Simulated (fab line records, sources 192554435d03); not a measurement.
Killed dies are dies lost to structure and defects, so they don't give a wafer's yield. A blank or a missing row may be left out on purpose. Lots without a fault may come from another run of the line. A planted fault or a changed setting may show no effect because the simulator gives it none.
Which tool did it? | flow n5_finfet | 24 lots, 72 wafers sampled, at 4 steps of a route of 1938

WHAT THE GAUGES READ, wafer by wafer
N5_BEOL_M11_CD_MEAS_35: target cd 70 nm.
lot  | measured     | on        | cd_nm (nm)
L074 | day 10 07:58 | cd_sem-02 | 70.3 70.5 71.4
L075 | day 10 22:05 | cd_sem-01 | 69.7 69.6 70.5
L077 | day 11 05:17 | cd_sem-02 | 70.7 70.1 71.7
L076 | day 11 18:56 | cd_sem-03 | 70.0 70.0 69.4
L078 | day 12 03:07 | cd_sem-01 | 69.9 70.5 68.3
L079 | day 12 14:07 | cd_sem-02 | 69.1 69.4 70.6
L080 | day 13 05:41 | cd_sem-01 | 68.8 67.9 70.1
L081 | day 13 06:09 | cd_sem-03 | 69.4 69.7 69.0
L082 | day 13 06:13 | cd_sem-02 | 69.8 69.1 67.9
L084 | day 13 13:37 | cd_sem-02 | 70.4 69.3 68.9
L083 | day 13 18:41 | cd_sem-03 | 69.6 70.6 70.6
L085 | day 13 21:38 | cd_sem-02 | 70.7 71.6 70.5
L086 | day 13 21:49 | cd_sem-01 | 70.5 70.8 71.2
L088 | day 14 06:46 | cd_sem-01 | 71.2 71.4 71.1
L087 | day 14 08:18 | cd_sem-03 | 70.2 69.5 70.0
L090 | day 14 16:55 | cd_sem-03 | 69.8 69.3 69.7
L089 | day 15 02:26 | cd_sem-01 | 71.4 71.1 70.6
L091 | day 15 08:29 | cd_sem-03 | 71.5 68.9 70.3
L092 | day 15 11:23 | cd_sem-01 | 69.8 69.1 69.2
L093 | day 15 19:53 | cd_sem-01 | 69.7 70.3 70.2
L094 | day 15 22:31 | cd_sem-03 | 69.9 70.6 70.1
L095 | day 16 12:01 | cd_sem-01 | 70.1 70.1 70.7
L096 | day 16 15:44 | cd_sem-02 | 70.5 70.4 70.6
L097 | day 16 18:37 | cd_sem-02 | 69.2 69.2 68.5

N5_BEOL_M12_THK_MEAS_01.
lot  | measured     | on            | M12_ILD_THK (nm)
L074 | day 10 11:32 | film_metro-02 | 647 652 656
L075 | day 11 00:39 | film_metro-01 | 673 683 678
L077 | day 11 09:40 | film_metro-01 | 675 679 687
L076 | day 11 23:30 | film_metro-01 | 669 669 677
L078 | day 12 06:36 | film_metro-02 | 657 650 657
L079 | day 12 17:29 | film_metro-01 | 666 677 675
L080 | day 13 08:07 | film_metro-02 | 650 658 659
L081 | day 13 08:26 | film_metro-01 | 659 650 660
L082 | day 13 09:23 | film_metro-01 | 650 644 660
L084 | day 13 16:29 | film_metro-01 | 657 658 662
L083 | day 13 22:27 | film_metro-02 | 649 667 659
L085 | day 13 23:56 | film_metro-01 | 663 665 679
L086 | day 14 00:13 | film_metro-02 | 658 665 666
L088 | day 14 11:12 | film_metro-01 | 668 679 678
L087 | day 14 12:08 | film_metro-01 | 651 661 669
L090 | day 14 20:26 | film_metro-01 | 651 658 664
L089 | day 15 05:14 | film_metro-01 | 650 660 661
L091 | day 15 11:22 | film_metro-01 | 660 668 676
L092 | day 15 15:22 | film_metro-02 | 657 647 666
L093 | day 15 22:04 | film_metro-02 | 648 671 655
L094 | day 16 03:47 | film_metro-01 | 652 666 654
L095 | day 16 16:04 | film_metro-02 | 641 650 644
L096 | day 16 18:39 | film_metro-01 | 652 665 661
L097 | day 16 21:50 | film_metro-02 | 651 651 668

WHICH TOOL RAN EACH LOT (tool, then ch and the chambers of the sampled wafers, then the start)
lot  | N5_BEOL_M11_SPUTTER_48       | N5_BEOL_M11_ANNEAL_51
L074 | pvd_sputter-01, day 10 10:13 | rtp_anneal-01 ch 0, day 10 10:36
L075 | pvd_sputter-02, day 10 23:31 | rtp_anneal-02 ch 0, day 10 23:44
L077 | pvd_sputter-02, day 11 08:20 | rtp_anneal-02 ch 0, day 11 08:49
L076 | pvd_sputter-01, day 11 22:01 | rtp_anneal-01 ch 0, day 11 22:38
L078 | pvd_sputter-01, day 12 05:20 | rtp_anneal-02 ch 0, day 12 05:34
L079 | pvd_sputter-02, day 12 16:00 | rtp_anneal-02 ch 0, day 12 16:34
L080 | pvd_sputter-01, day 13 06:58 | rtp_anneal-02 ch 0, day 13 07:12
L081 | pvd_sputter-01, day 13 07:17 | rtp_anneal-02 ch 0, day 13 07:31
L082 | pvd_sputter-02, day 13 08:13 | rtp_anneal-02 ch 0, day 13 08:26
L084 | pvd_sputter-02, day 13 15:02 | rtp_anneal-02 ch 0, day 13 15:31
L083 | pvd_sputter-03, day 13 21:16 | rtp_anneal-01 ch 0, day 13 21:38
L085 | pvd_sputter-02, day 13 22:48 | rtp_anneal-01 ch 0, day 13 23:05
L086 | pvd_sputter-02, day 13 23:00 | rtp_anneal-01 ch 0, day 13 23:23
L088 | pvd_sputter-01, day 14 08:38 | rtp_anneal-02 ch 0, day 14 10:05
L087 | pvd_sputter-01, day 14 09:20 | rtp_anneal-01 ch 0, day 14 11:16
L090 | pvd_sputter-02, day 14 18:41 | rtp_anneal-01 ch 0, day 14 19:35
L089 | pvd_sputter-01, day 15 03:47 | rtp_anneal-02 ch 0, day 15 04:19
L091 | pvd_sputter-02, day 15 09:48 | rtp_anneal-01 ch 0, day 15 10:20
L092 | pvd_sputter-01, day 15 14:12 | rtp_anneal-01 ch 0, day 15 14:29
L093 | pvd_sputter-02, day 15 20:55 | rtp_anneal-02 ch 0, day 15 21:11
L094 | pvd_sputter-01, day 16 02:31 | rtp_anneal-02 ch 0, day 16 02:56
L095 | pvd_sputter-01, day 16 14:40 | rtp_anneal-02 ch 0, day 16 14:53
L096 | pvd_sputter-01, day 16 17:30 | rtp_anneal-02 ch 0, day 16 17:49
L097 | pvd_sputter-02, day 16 20:40 | rtp_anneal-01 ch 0, day 16 20:54
- N5_BEOL_M11_SPUTTER_48: material Cu, target thk 12 nm, time 2 s.
- N5_BEOL_M11_ANNEAL_51: time 90 s.

WHAT THE TOOLS THEMSELVES READ (means of the sampled wafers that have a number; where no wafer has one, the mark that the record gives instead)
N5_BEOL_M11_SPUTTER_48.
lot  | tool           | cathode_dc_power_W (W) | throttle_valve_pct (%)
L074 | pvd_sputter-01 | 26002                  | 29.5
L075 | pvd_sputter-02 | 25999                  | 30.3
L077 | pvd_sputter-02 | 25997                  | 31.0
L076 | pvd_sputter-01 | 25993                  | 29.3
L078 | pvd_sputter-01 | 26001                  | 29.8
L079 | pvd_sputter-02 | 25998                  | 31.2
L080 | pvd_sputter-01 | 26000                  | 28.9
L081 | pvd_sputter-01 | 26004                  | 29.3
L082 | pvd_sputter-02 | 25998                  | 29.5
L084 | pvd_sputter-02 | 26000                  | 30.3
L083 | pvd_sputter-03 | 26003                  | 29.4
L085 | pvd_sputter-02 | 26001                  | 30.0
L086 | pvd_sputter-02 | 26002                  | 29.3
L088 | pvd_sputter-01 | 26005                  | 30.4
L087 | pvd_sputter-01 | 26000                  | 29.3
L090 | pvd_sputter-02 | 25995                  | 30.4
L089 | pvd_sputter-01 | 25997                  | 29.0
L091 | pvd_sputter-02 | 26001                  | 29.9
L092 | pvd_sputter-01 | 25998                  | 29.8
L093 | pvd_sputter-02 | 25996                  | 30.4
L094 | pvd_sputter-01 | 25993                  | 29.4
L095 | pvd_sputter-01 | 26001                  | 29.4
L096 | pvd_sputter-01 | 25997                  | 29.4
L097 | pvd_sputter-02 | 25998                  | 30.1

N5_BEOL_M11_ANNEAL_51.
lot  | tool          | wafer_temp_C_max
L074 | rtp_anneal-01 | 225.72
L075 | rtp_anneal-02 | 225.96
L077 | rtp_anneal-02 | 225.58
L076 | rtp_anneal-01 | 225.44
L078 | rtp_anneal-02 | 225.81
L079 | rtp_anneal-02 | 225.78
L080 | rtp_anneal-02 | 225.57
L081 | rtp_anneal-02 | 225.62
L082 | rtp_anneal-02 | 225.62
L084 | rtp_anneal-02 | 225.59
L083 | rtp_anneal-01 | 225.61
L085 | rtp_anneal-01 | 225.42
L086 | rtp_anneal-01 | 225.69
L088 | rtp_anneal-02 | 225.83
L087 | rtp_anneal-01 | 225.75
L090 | rtp_anneal-01 | 225.58
L089 | rtp_anneal-02 | 225.79
L091 | rtp_anneal-01 | 225.82
L092 | rtp_anneal-01 | 225.42
L093 | rtp_anneal-02 | 225.67
L094 | rtp_anneal-02 | 225.79
L095 | rtp_anneal-02 | 225.84
L096 | rtp_anneal-02 | 225.67
L097 | rtp_anneal-01 | 225.56

THE ANSWER, worked out from the rows above alone
Rule: what is usual is taken from the lots themselves. Put in order of their means at a reading, lots are off if they are a third of the lots or fewer, leave a main group of 4 or more, and stand apart from it by a gap of 3 or more times the standard deviation of the main group's means; of several such gaps the widest counts. A main group whose means are all the same, to the digits that the tables above print for the reading, isn't used. A lot without any number at a reading at which 4 lots or more have one is off too. The other lots that the step has rows for count as sound. The gauges are gone through in route order, then the tools' own readings, and for those a lot's mean is taken as printed above. The first step at which some lot is off is used, and at that step the reading that is off furthest; a lot without a number counts as furthest.
No lot is off at any reading shown: from this, nothing can be told.

WHAT THE SIMULATOR HAD PUT IN
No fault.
